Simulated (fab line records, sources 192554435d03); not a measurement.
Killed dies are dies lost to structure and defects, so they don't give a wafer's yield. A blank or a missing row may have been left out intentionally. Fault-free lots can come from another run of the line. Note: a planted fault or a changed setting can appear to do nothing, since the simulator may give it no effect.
Which tool is to blame?	flow n5 finfet	11 lots, 33 wafers sampled, at 2 steps of a route of 1938

## WHAT EACH GAUGE READ, for each wafer
N5_PMOS_HMC_CHANNEL_EPI_CD_MEAS_09: target cd 237.4 nm. Usual: cd nm 236.9 nm, standard deviation 0.91.
lot	measured	on	cd nm (nm)	flag
L725	day 1 23:15	cd sem-02	236.8 236.0 236.1	
L727	day 2 11:47	cd sem-02	238.4 236.9 237.0	
L728	day 2 17:49	cd sem-01	235.6 237.0 235.4	
L729	day 2 23:07	cd sem-01	236.5 237.8 238.2	
L730	day 3 04:56	cd sem-02	236.1 234.9 235.7	
L732	day 3 18:02	cd sem-01	235.7 236.6 237.4	
L733	day 4 02:32	cd sem-01	236.0 237.4 237.8	
L736	day 4 17:41	cd sem-02	236.6 236.5 237.7	
L737	day 4 23:20	cd sem-03	247.4 237.6 238.0	OFF
L738	day 5 06:17	cd sem-02	248.1 249.4 238.0	OFF
L746	day 7 05:29	cd sem-02	238.0 237.7 238.6	

## TOOL THAT RAN EACH LOT (tool first, then ch and the chambers of the sampled wafers, then the start)
lot	N5_PMOS_HMC_CHANNEL_EPI_PEB_07
L725	litho track-03 ch 0, day 1 23:11
L727	litho track-03 ch 0, day 2 11:43
L728	litho track-01 ch 0, day 2 17:44
L729	litho track-03 ch 0, day 2 23:04
L730	litho track-03 ch 0, day 3 04:52
L732	litho track-01 ch 0, day 3 17:58
L733	litho track-05 ch 0, day 4 02:28
L736	litho track-05 ch 0, day 4 17:37
L737	litho track-05 ch 0, day 4 23:16
L738	litho track-05 ch 0, day 5 06:13
L746	litho track-03 ch 0, day 7 05:25
- N5_PMOS_HMC_CHANNEL_EPI_PEB_07: peb time 60 s.

## WHAT THE TOOLS THEMSELVES READ (means of the sampled wafers that have a number; where no wafer has one, the mark that the record gives instead)
The record holds no such reading with a usual standard deviation.

## THE ANSWER, worked out from the rows above alone
Rule: a lot counts as off when the mean over its wafers that have a number is more than 3 standard deviations away from the usual mean. A lot without any number at a reading at which 4 lots or more have one is off too. Any other lot the step has rows for is counted as sound. Order of review: gauges by route order, followed by the tools' own readings, for which a lot's mean as printed above is used. The first step at which some lot is off is used, and at that step the reading that is off furthest; a lot without a number counts as furthest.
Off: L737, L738, at N5_PMOS_HMC_CHANNEL_EPI_CD_MEAS_09 (cd nm).
If a tool, at a process step before that reading, ran all the lots that are off and no sound lot after the first of them, it fits. The gauges at N5_PMOS_HMC_CHANNEL_EPI_CD_MEAS_09 are tried like those tools. One candidate fits, namely litho track-05 at N5_PMOS_HMC_CHANNEL_EPI_PEB_07. A fault onset in the window from L736 (day 4 17:37, its last sound lot) to L737 (day 4 23:16, its first lot off) fits.

## WHAT THE SIMULATOR HAD PUT IN
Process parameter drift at N5_PMOS_HMC_CHANNEL_EPI_PEB_07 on litho track-05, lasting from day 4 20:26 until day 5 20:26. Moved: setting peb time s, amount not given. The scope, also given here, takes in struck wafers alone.
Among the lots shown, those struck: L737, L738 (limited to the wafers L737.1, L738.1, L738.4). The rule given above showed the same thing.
